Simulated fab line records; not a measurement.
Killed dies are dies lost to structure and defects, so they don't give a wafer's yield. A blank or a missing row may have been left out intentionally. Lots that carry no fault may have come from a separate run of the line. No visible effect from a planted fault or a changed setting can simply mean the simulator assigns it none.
Chamber matching ; flow n5-finfet ; 4 sister chambers for N5_BEOL_M10_ALD_74 on ald-metal-03
The step deposits TaN, target thk 2 nm, pulse time 2 s, purge time 3 s. 4 wafers are shown with their chamber, then 7 later ones without.

== EACH WAFER AND ITS CHAMBER ==
wafer;chamber;heater-power-w (W)
L081.5;3;443
L084.4;0;345
L086.2;1;436
L086.3;2;415

== WAFERS MISSING THEIR CHAMBER ==
wafer;heater-power-w (W)
L086.4;445
L087.2;353
L087.3;447
L087.4;418
L091.2;431
L091.4;356
L091.5;429

== THE CHAMBER EACH PASSED THROUGH ==
wafer;from the rows above;in truth
L086.4;can't be placed: 3 or 1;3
L087.2;0;0
L087.3;can't be placed: 3 or 1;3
L087.4;2;2
L091.2;can't be placed: 1 or 3 or 2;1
L091.4;0;0
L091.5;can't be placed: 1 or 2 or 3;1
Correctly placed: 3 of 7. Cannot be placed on the basis of these rows: 4; the candidates contain the true chamber in 4. Placed wrongly: 0.
How it was worked out, from the rows above alone: a wafer's distance from a chamber is the root of the sum, over the readings, of the square of ((its reading less the chamber's mean) divided by the reading's scatter). The wafer belongs to the nearest chamber; if the next one is less than 2 further off, it can't be placed. Each chamber's mean is taken over the wafers shown for it. The scatter: root of mean squared gap, hidden wafer to nearest shown wafer, with one shown wafer a chamber.
